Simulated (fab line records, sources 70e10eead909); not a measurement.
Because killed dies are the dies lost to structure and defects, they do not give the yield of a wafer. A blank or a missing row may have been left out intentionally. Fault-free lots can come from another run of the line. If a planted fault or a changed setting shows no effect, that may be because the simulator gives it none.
fab line records	flow nand_harc
[record] lots = 11	wafers = 33	last_day = 24
route steps=1159 shown A_STAIRCASE@740 A_SGD_CUT@762
lots with no fault: from the same line, run without faults
start_h: hours from the record's opening day to when the first of the lot's shown wafers began	wait_h: time in hours since the lot's previous step	" repeats the value in the row above	L1.1+2: one row covering several wafers at once	- value missing, or start not given	* or withheld: withheld	< > ~ a bound
route shown NAME@n: names a module that has steps shown in the file, with the first one's number in the route	usual: mean/standard deviation of fault-free wafers	same: alike in all rows	chamber/n: place in a boat	sites: each site's reading	_std_site: standard deviation across them	_edge_site: inner sites' mean taken away from outer sites' mean	radius_mm: for every site, how far away it sits from the centre of the wafer	mask NAME#n: copy n	behind: the last tool/chamber to shape the wafer	hold: the reason the lot was held/the length of the hold in hours/how it ended	device: names the non-switching transistor (n, p or np)	end of line: at the end of the route, the tests of the same wafers	where a step has no rows: the recipe by itself	killed: not the wafer's yield, but the dies lost to structure and defects at the first sort	map: shows each die of a wafer: x if killed, . if not, _ if none is there
set.NAME: the setting the step ran with; set.NAME@STEP: the setting that earlier step ran with	model.NAME: the simulator's own value behind a step, which no gauge read
route steps across a sampled set of lots; one table per step, one row per wafer
services: when a tool's chamber went out of use (start_h, in hours from the record's first day, below 0 if earlier), for how many hours, and the reason
[[steps]]
[step NHARC_A_STAIRCASE_ETCHBACK_157]
[recipe] target_depth_a = 900	over_etch_frac = 0.3	time_s = 167.14	ion_energy_ev = 120	ch3f_flow_sccm = 50	o2_flow_sccm = 30	ar_flow_sccm = 200	rf_w = 500	bias_w = 100	chemistry = CH3F/O2
[usual] bias_w = 100.03/0.28	drypump_motor_current_A = 5.8/0.51	oes_product_au = 0.978/0.028	rf_vpp_V = 244.6/2	showerhead_plenum_p_Torr = 2.48/0.14	throttle_valve_pct = 20.663/0.0079
lot.wafer	tool	chamber	start_h	wait_h	bias_w	drypump_motor_current_A	oes_product_au	rf_hours_counter_h	rf_vpp_V	showerhead_plenum_p_Torr	throttle_valve_pct
L317.2	rie_diel-13	1	319.01	0.2	99.75	6.2	1.003	10	244.4	2.55	20.653
L317.5	"	2	"	"	99.67	5.9	1.003	-	246.3	2.66	20.667
L317.6	"	3	"	"	99.58	6.1	1.002	-	243.3	2.31	20.654
L316.4	rie_diel-01	1	325.49	0.1	99.80	6.1	0.995	1	246.7	2.56	20.668
L316.3	"	2	"	"	99.60	5.7	0.993	1	243.3	2.31	20.663
L316.2	"	0	"	"	100.21	5.7	0.999	1	241.9	2.30	20.653
L318.2	rie_diel-13	0	326.67	0.2	100.08	4.7	1.012	15	244.5	2.59	20.665
L318.3	"	3	"	"	99.90	6.1	1.008	18	242.2	2.30	20.671
L318.5	"	1	"	"	100.60	6.2	1.010	-	244.2	2.54	20.655
L321.3	rie_diel-01	1	336.62	0.2	99.91	6.1	1.007	5	245.5	2.55	20.675
L321.1	"	0	"	"	100.44	5.7	1.004	5	241.5	2.30	20.666
L321.5	"	1	"	"	100.15	6.1	0.999	-	247.2	2.55	20.668
L322.3	rie_diel-13	3	346.33	0.1	99.43	6.1	0.952	25	241.7	2.30	20.668
L322.2	"	1	"	"	99.66	6.2	0.939	24	245.9	2.54	20.673
L322.6	"	0	"	"	100.21	4.7	0.935	-	245.7	2.58	20.680
L323.1	rie_diel-13	2	346.94	0.2	100.14	6.0	0.940	26	246.8	2.65	20.646
L323.3	"	3	"	"	100.08	6.1	0.923	25	242.3	2.30	20.648
L323.5	"	1	"	"	100.63	6.2	0.934	-	246.0	2.54	20.680
L326.3	rie_diel-13	0	367.81	0.1	100.46	4.7	0.950	31	246.4	2.58	20.659
L326.1	"	1	"	"	100.03	6.2	0.929	33	245.2	2.54	20.673
L326.2	"	2	"	"	100.31	6.0	0.948	35	247.3	2.65	20.658
L325.1	rie_diel-13	3	368.35	0.2	99.85	6.2	0.924	33	242.2	2.30	20.663
L325.6	"	1	"	"	99.69	6.2	0.933	-	245.2	2.54	20.661
L325.5	"	2	"	"	99.93	6.0	0.929	-	247.2	2.65	20.660
L328.1	rie_diel-01	1	383.02	0.3	99.81	6.1	0.920	23	247.4	2.55	20.665
L328.2	"	2	"	"	100.14	5.7	0.920	25	241.7	2.30	20.661
L328.6	"	1	"	"	99.73	6.1	0.920	-	244.4	2.55	20.659
L334.3	rie_diel-12	1	426.61	0.1	100.23	5.8	0.987	7	242.2	2.30	20.662
L334.5	"	1	"	"	100.04	5.8	0.994	-	242.5	2.30	20.671
L334.6	"	2	"	"	99.92	5.6	0.995	-	243.0	2.42	20.651
L335.2	rie_diel-13	0	429.89	0.1	100.36	4.7	1.008	59	245.3	2.57	20.655
L335.3	"	3	"	"	100.20	6.1	0.986	61	241.6	2.29	20.665
L335.6	"	3	"	"	100.21	6.2	0.987	-	241.1	2.29	20.664
[step NHARC_A_STAIRCASE_STRIP_475]
[recipe] time_s = 20	o2_flow_sccm = 500	ar_flow_sccm = 0	bias_w = 0	chemistry = O2
[usual] drypump_motor_current_A = 5.8/0.46	oes_product_au = 1.002/0.0077	rf_vpp_V = 57.8/0.94	showerhead_plenum_p_Torr = 3.56/0.2	throttle_valve_pct = 17.036/0.0087
[same] bias_w = 0
lot.wafer	tool	chamber	start_h	wait_h	drypump_motor_current_A	oes_product_au	rf_hours_counter_h	rf_vpp_V	showerhead_plenum_p_Torr	throttle_valve_pct
L317.2	rie_diel-13	2	-	-	6.0	1.002	12	58.4	3.80	17.036
L317.5	"	2	"	"	6.0	1.008	-	58.0	3.80	17.040
L317.6	"	3	"	"	6.2	0.994	-	57.2	3.32	17.039
L316.3	rie_diel-01	3	-	-	5.5	1.009	1	57.8	3.77	17.032
L316.4	"	0	"	"	5.7	1.016	1	56.2	3.31	17.042
L316.2	"	1	"	"	6.1	1.009	1	58.3	3.66	17.032
L318.3	rie_diel-13	2	-	-	6.0	1.024	19	58.5	3.80	17.059
L318.2	"	3	"	"	6.1	1.005	18	57.9	3.31	17.042
L318.5	"	1	"	"	6.2	1.009	-	58.8	3.64	17.044
L321.3	rie_diel-01	1	-	-	6.1	0.991	5	58.1	3.66	17.041
L321.1	"	0	"	"	5.7	1.002	5	56.5	3.31	17.026
L321.5	"	1	"	"	6.1	1.005	-	58.1	3.66	17.029
L322.3	rie_diel-13	2	-	-	6.0	1.004	26	58.4	3.79	17.036
L322.2	"	3	"	"	6.2	0.997	25	57.8	3.31	17.037
L322.6	"	1	"	"	6.2	1.003	-	57.2	3.64	17.035
L323.1	rie_diel-13	3	-	-	6.1	0.999	25	57.4	3.31	17.050
L323.3	"	0	"	"	4.7	1.009	23	59.5	3.70	17.023
L323.5	"	2	"	"	6.0	1.002	-	58.3	3.79	17.026
L326.3	rie_diel-13	0	-	-	4.7	1.010	31	57.5	3.70	17.048
L326.1	"	1	"	"	6.2	1.003	33	58.4	3.63	17.050
L326.2	"	2	"	"	6.0	1.012	35	58.9	3.79	17.037
L325.1	rie_diel-13	3	-	-	6.2	0.997	33	57.8	3.30	17.042
L325.5	"	2	"	"	6.0	1.016	-	57.8	3.79	17.040
L325.6	"	3	"	"	6.2	0.987	-	56.4	3.30	17.035
L328.2	rie_diel-01	0	-	-	5.7	1.006	22	57.1	3.30	17.046
L328.1	"	1	"	"	6.1	0.997	23	57.5	3.65	17.029
L328.6	"	0	"	"	5.7	1.004	-	56.8	3.30	17.030
L334.3	rie_diel-12	3	-	-	6.2	1.004	13	59.2	3.65	17.023
L334.6	"	3	"	"	6.2	1.008	-	57.3	3.65	17.025
L334.5	"	0	"	"	6.1	0.994	-	58.7	3.51	17.035
L335.2	rie_diel-13	0	430.12	0.2	4.7	1.008	59	57.1	3.68	17.040
L335.3	"	3	"	"	6.1	0.997	61	56.8	3.29	17.036
L335.6	"	0	"	"	4.7	1.003	-	58.1	3.68	17.043
[step NHARC_A_SGD_CUT_ETCH_58]
[recipe] target_depth_a = 390	over_etch_frac = 0.3	time_s = 65	ion_energy_ev = 80	cf4_flow_sccm = 150	ar_flow_sccm = 0	rf_w = 300	bias_w = 100	chemistry = CF4
[usual] bias_w = 100.0/0.32	cf4_flow_sccm = 150.0/0.43	drypump_motor_current_A = 5.7/0.35	oes_product_au = 1.001/0.0089	rf_vpp_V = 151.2/1.1	showerhead_plenum_p_Torr = 1.76/0.055	throttle_valve_pct = 13.283/0.0089
lot.wafer	tool	chamber	start_h	wait_h	bias_w	cf4_flow_sccm	drypump_motor_current_A	oes_product_au	rf_hours_counter_h	rf_vpp_V	showerhead_plenum_p_Torr	throttle_valve_pct
L317.2	rie_diel-09	0	321.12	0.1	100.0	149.3	5.3	0.979	5	149.8	1.66	13.275
L317.6	"	2	"	"	100.0	149.7	6.0	0.987	-	153.3	1.78	13.283
L317.5	"	3	"	"	100.1	150.2	5.7	0.997	-	151.4	1.81	13.280
L316.2	rie_diel-08	1	327.53	0.1	100.3	149.8	5.7	1.003	1	151.6	1.88	13.277
L316.3	"	2	"	"	100.8	150.4	6.3	0.999	0	149.2	1.75	13.294
L316.4	"	0	"	"	99.7	149.3	5.5	0.997	1	151.3	1.73	13.293
L318.3	rie_diel-08	1	328.84	0.1	99.9	149.4	5.7	1.001	1	150.3	1.88	13.292
L318.2	"	2	"	"	100.4	149.8	6.3	1.010	0	151.0	1.75	13.280
L318.5	"	3	"	"	100.0	150.1	5.2	0.999	-	152.0	1.74	13.267
L321.3	rie_diel-09	2	338.46	0.1	99.2	149.9	6.0	0.986	7	151.7	1.78	13.278
L321.1	"	3	"	"	100.1	149.6	5.7	1.001	7	152.0	1.81	13.279
L321.5	"	1	"	"	100.6	149.6	6.1	0.987	-	150.9	1.77	13.269
L322.2	rie_diel-09	1	348.28	0.1	100.2	149.3	6.1	0.991	8	150.3	1.77	13.282
L322.3	"	3	"	"	100.0	150.1	5.7	1.001	8	152.0	1.81	13.280
L322.6	"	1	"	"	100.2	150.4	6.1	0.995	-	150.8	1.77	13.289
L323.3	rie_diel-08	1	348.94	0.1	99.7	149.4	5.7	1.005	3	152.8	1.88	13.263
L323.1	"	3	"	"	99.3	149.7	5.2	1.006	3	151.2	1.74	13.306
L323.5	"	1	"	"	99.9	149.5	5.7	1.008	-	152.3	1.88	13.299
L326.3	rie_diel-04	1	369.77	0.1	100.1	150.2	6.2	0.996	5	150.2	1.76	13.285
L326.1	"	3	"	"	100.2	150.4	5.9	1.008	6	151.6	1.75	13.284
L326.2	"	0	"	"	99.6	150.4	5.4	1.009	5	152.1	1.80	13.298
L325.1	rie_diel-08	1	370.15	0.1	100.2	150.2	5.7	1.004	5	152.1	1.88	13.271
L325.6	"	3	"	"	100.0	150.3	5.2	1.011	-	149.6	1.74	13.281
L325.5	"	0	"	"	100.2	149.5	5.5	1.012	-	151.5	1.73	13.281
L328.2	rie_diel-09	1	385.11	0.1	99.9	149.1	6.1	0.991	12	151.2	1.77	13.264
L328.1	"	3	"	"	99.5	149.7	5.7	0.997	12	152.4	1.81	13.293
L328.6	"	2	"	"	99.7	149.8	6.0	0.999	-	152.2	1.78	13.282
L334.3	rie_diel-08	0	428.86	0.1	100.3	150.4	5.5	0.868	9	151.1	1.73	13.279
L334.6	"	3	"	"	99.8	150.1	5.2	0.999	-	150.8	1.74	13.287
L334.5	"	0	"	"	100.1	149.8	5.5	0.872	-	150.1	1.73	13.302
L335.3	rie_diel-08	0	431.80	0.1	99.9	151.0	5.5	0.876	9	152.1	1.73	13.296
L335.2	"	1	"	"	100.0	149.8	5.7	1.004	10	153.3	1.88	13.283
L335.6	"	3	"	"	100.1	150.0	5.2	1.010	-	150.8	1.74	13.275
[step NHARC_A_SGD_CUT_CMP_21]
[recipe] target_thk_nm = 148.19
[usual] motor_current_A = 12.6/1.6	slurry_filter_dp_kPa = 13.50/0.14	time_to_endpoint_s = 49.7/2.6
lot.wafer	tool	chamber	start_h	wait_h	motor_current_A	slurry_filter_dp_kPa	time_to_endpoint_s
L317.2	cmp-04	0	326.68	0.4	10.5	13.63	49.5
L317.5	"	0	"	"	10.8	13.69	49.5
L317.6	"	1	"	"	12.2	13.48	49.0
L318.2	cmp-04	1	332.34	0.4	11.9	13.63	46.5
L318.3	"	2	"	"	14.4	13.53	47.3
L318.5	"	0	"	"	10.8	13.38	46.6
L316.2	cmp-04	3	332.44	0.5	14.8	13.50	48.2
L316.4	"	0	"	"	10.5	13.40	49.3
L316.3	"	2	"	"	14.5	13.42	46.5
L321.3	cmp-04	2	344.59	0.4	14.0	13.41	46.6
L321.1	"	3	"	"	15.1	13.69	50.7
L321.5	"	1	"	"	12.1	13.60	47.5
L322.2	cmp-04	2	354.56	0.4	14.2	13.65	48.2
L322.3	"	3	"	"	16.0	13.72	51.3
L322.6	"	1	"	"	11.7	13.34	52.5
L323.1	cmp-01	2	354.61	0.4	11.2	13.37	48.0
L323.3	"	0	"	"	11.2	13.74	48.9
L323.5	"	1	"	"	12.8	13.63	50.4
L326.1	cmp-04	0	376.46	0.4	10.9	13.49	51.0
L326.3	"	2	"	"	14.5	13.44	51.7
L326.2	"	3	"	"	15.3	13.48	51.9
L325.1	cmp-02	0	376.51	0.4	12.8	13.41	50.7
L325.6	"	2	"	"	12.1	13.55	48.1
L325.5	"	3	"	"	13.2	13.34	53.9
L328.1	cmp-01	1	390.38	0.4	12.3	13.37	46.2
L328.2	"	2	"	"	10.9	13.46	46.0
L328.6	"	0	"	"	11.4	13.47	46.4
L334.3	cmp-01	1	431.64	0.4	12.1	13.34	49.0
L334.5	"	0	"	"	10.8	13.31	47.8
L334.6	"	1	"	"	12.5	13.62	48.5
L335.3	cmp-04	3	437.52	0.4	15.2	13.48	54.9
L335.2	"	0	"	"	10.2	13.55	53.9
L335.6	"	3	"	"	15.4	13.51	50.5
[[services]]
tool	chamber	start_h	hours	kind
rie_diel-08	3	295.37	12.4	repair
cmp-02	-	299.15	3.8	repair
rie_diel-08	-	301.80	9.0	pm
cmp-04	-	302.92	4.0	pm
rie_diel-12	2	310.57	12.3	repair
rie_diel-01	-	316.05	0.7	repair
rie_diel-08	2	317.14	4.9	repair
cmp-02	-	318.32	0.3	repair
cmp-04	-	318.43	0.5	repair
cmp-02	-	331.02	4.0	pm
cmp-04	-	358.03	0.8	repair
cmp-02	-	358.75	1.1	repair
cmp-01	-	367.05	1.0	repair
rie_diel-13	3	371.96	3.1	repair
cmp-01	-	375.53	4.0	pm
rie_diel-12	-	380.36	9.0	pm
rie_diel-08	2	381.32	13.8	repair
cmp-02	-	393.90	2.7	repair
cmp-04	-	400.92	4.0	pm
rie_diel-12	1	404.57	12.5	repair
cmp-01	-	406.88	0.6	repair
rie_diel-08	-	413.72	0.9	repair
rie_diel-09	-	431.11	9.0	pm
rie_diel-13	-	433.34	0.6	repair
[[key]]
[first_sign] step = NHARC_A_SGD_CUT_ETCH_58	reading = oes_product_au	direction = down	sigmas = 15	usual = 1.001	struck = 0.872
effect none on later readings
met_at NHARC_A_SGD_CUT_ETCH_58
struck_lots L334,L335
struck_wafers L334.3,L334.5,L335.3
tester_left_out L334,L335
not_acting_at NHARC_A_STAIRCASE_ETCHBACK_157,NHARC_A_STAIRCASE_STRIP_475,NHARC_A_SGD_CUT_CMP_21
onset_between 370.15 428.86
[fault] kind = process_parameter_drift	tool = rie_diel-08	chamber = 0	onset_h = 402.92	steps = NHARC_A_SGD_CUT_ETCH_58	channel = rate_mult	offset = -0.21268	shape = step	end_h = 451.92
// tester_left_out: of these lots the tester's yield and bins aren't shown, on N5 and GAA mostly nor the transistor test; their killed dies are dies lost to structure and defects alone, not to doping, threshold or leakage, so they don't give the yield
